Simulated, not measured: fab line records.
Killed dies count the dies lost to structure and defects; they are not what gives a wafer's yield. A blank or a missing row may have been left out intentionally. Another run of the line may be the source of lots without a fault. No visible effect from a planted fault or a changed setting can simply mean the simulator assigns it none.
Problem report, 8D (eight disciplines) form, completed by code	flow nand_harc	the parts of the form that need people (team, actions taken, sign-off) are left out

## 1. WHAT IS WRONG
Wafers without a fault read 128.4 s, standard deviation 0.44; run_length_s at NHARC_A_STAIRCASE_ETCH_169 reads a mean of 124.9 s on 3 wafers belonging to 3 lots. That puts it -8.0 standard deviations away from the usual mean.
The step: etches the open film in CH3F/O2, target depth 50 nm, time 107.1 s.
Seen first at day 23 01:20 on rie_diel-12, wafer L934.3. The record holds 32 wafers of 11 lots with a number at this step. Rule for "out", or "out of limits": more than 4 standard deviations from the usual mean. All remaining wafers that have a number are taken as sound.

## 2. WHAT THIS IS AND IS NOT
question	is	is not
which readings at this step	run_length_s	chamber_pressure_mTorr, drypump_motor_current_A, mfc_ar_sccm, oes_product_au, rf_vpp_V, showerhead_plenum_p_Torr, throttle_valve_pct
which lots	L934, L936, L937	L918, L919, L920, L921, L923, L925, L926, L939
which wafers of those lots	L934.3, L936.4, L937.3	L934.1, L936.1, L936.2, L937.2, L937.6
read on which tools	rie_diel-12	rie_diel-01, rie_diel-06
when	from day 23 01:20	up to then (22 sound wafers); but 7 sound wafers of L936, L937, L939 came after

## 3. THE SUSPECTS, EACH WITH WHAT RULES IT OUT
Counting: any tool at a process step up to the reading remains a suspect provided it ran every lot that is out. Sound lots after the first of them don't rule it out here, since some wafers of a struck lot are sound.
- rie_diel-12 at NHARC_A_STAIRCASE_DESCUM_168 (chemistry O2, time 3 s): kept. Ran every lot that is out, first one L934 (day 23 01:09); last sound lot up to then L926 (day 19 22:49).
- rie_diel-12 at NHARC_A_STAIRCASE_ETCH_169 (etches the open film in CH3F/O2, target depth 50 nm, time 107.1 s): kept. Ran every lot that is out, first one L934 (day 23 01:20); last sound lot up to then L926 (day 19 22:54). Out on those wafers are its own readings of run_length_s.
The count leaves rie_diel-12 at NHARC_A_STAIRCASE_ETCH_169 and rie_diel-12 at NHARC_A_STAIRCASE_DESCUM_168.

## 4. THE CAUSE (what the simulator had put in)
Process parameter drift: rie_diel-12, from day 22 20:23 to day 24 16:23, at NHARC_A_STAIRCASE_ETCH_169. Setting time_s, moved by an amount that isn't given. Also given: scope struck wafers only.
Of the 2 suspects that counting leaves, this tool is one.

## 5. SEQUENCE OF EFFECTS, ordered by route
Each row: a reading where the mean over the struck wafers with a number is more than 3 standard deviations away from the usual. Only readings for which the record gives a usual standard deviation are gone through. hours: the time from each lot's start at the first step in this table that gives one to its start at this step, as a median over the lots. sigmas: the change in usual standard deviations.
hours	step	reading	usual	on struck wafers	change	sigmas
0	NHARC_A_STAIRCASE_ETCH_169	run_length_s	128.4 s	124.9	-3.5	-8.0
Its process steps:
- NHARC_A_STAIRCASE_ETCH_169: etches the open film in CH3F/O2, target depth 50 nm, time 107.1 s.
Readings that are blank on the struck wafers while sound wafers have them: bias_w at NHARC_A_STAIRCASE_ETCH_169.

## 6. WHAT WOULD HAVE CAUGHT IT SOONER
In this record the first reading out of limits was taken at day 23 01:20, 5 hours after the fault began at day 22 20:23.
